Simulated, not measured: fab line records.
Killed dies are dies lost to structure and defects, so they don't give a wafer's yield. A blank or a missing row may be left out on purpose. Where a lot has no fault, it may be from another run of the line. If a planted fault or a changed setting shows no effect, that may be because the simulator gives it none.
Chamber matching / flow n5-finfet / N5_BEOL_M7_PECVD_70 on pecvd-01 has 3 sister chambers
The step deposits SiO2 from TEOS/O2, target thk 20 nm, time 22.7 s. 6 wafers are shown with their chamber, then 7 later ones without.

== WAFERS, EACH WITH ITS CHAMBER ==
wafer=L077.2; chamber=0; throttle-valve-pct (%)=24.8; heater-power-w (W)=700
wafer=L078.6; chamber=0; throttle-valve-pct (%)=24.8; heater-power-w (W)=660
wafer=L083.1; chamber=1; throttle-valve-pct (%)=24.3; heater-power-w (W)=629
wafer=L083.4; chamber=2; throttle-valve-pct (%)=20.3; heater-power-w (W)=754
wafer=L089.1; chamber=1; throttle-valve-pct (%)=24.5; heater-power-w (W)=640
wafer=L089.3; chamber=2; throttle-valve-pct (%)=20.6; heater-power-w (W)=653

== WAFERS WITHOUT THEIR CHAMBER ==
wafer=L089.5; throttle-valve-pct (%)=20.3; heater-power-w (W)=671
wafer=L094.2; throttle-valve-pct (%)=24.6; heater-power-w (W)=674
wafer=L094.4; throttle-valve-pct (%)=25.0; heater-power-w (W)=660
wafer=L094.6; throttle-valve-pct (%)=24.5; heater-power-w (W)=534
wafer=L096.2; throttle-valve-pct (%)=24.8; heater-power-w (W)=684
wafer=L096.4; throttle-valve-pct (%)=24.3; heater-power-w (W)=643
wafer=L096.6; throttle-valve-pct (%)=20.2; heater-power-w (W)=773

== THE CHAMBER EACH PASSED THROUGH ==
wafer=L089.5; from the rows above=2; in truth=2
wafer=L094.2; from the rows above=can't be placed: 0 or 1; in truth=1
wafer=L094.4; from the rows above=0; in truth=0
wafer=L094.6; from the rows above=can't be placed: 1 or 0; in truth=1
wafer=L096.2; from the rows above=0; in truth=0
wafer=L096.4; from the rows above=1; in truth=1
wafer=L096.6; from the rows above=2; in truth=2
Placed correctly: 5 of 7. Cannot be placed on the basis of these rows: 2; the candidates contain the true chamber in 2. Placed wrongly: 0.
How it was worked out, from the rows above alone: a wafer's distance from a chamber is the root of the sum, over the readings, of the square of ((its reading less the chamber's mean) divided by the reading's scatter). If the next closest chamber is less than 2 further off than the closest, the wafer can't be placed; otherwise it belongs to the closest. For every chamber, the mean is computed from those of its wafers that are shown. The scatter: take each reading less its chamber's mean, square it, sum over the shown wafers, divide by the number of wafers less the number of chambers, and take the root.
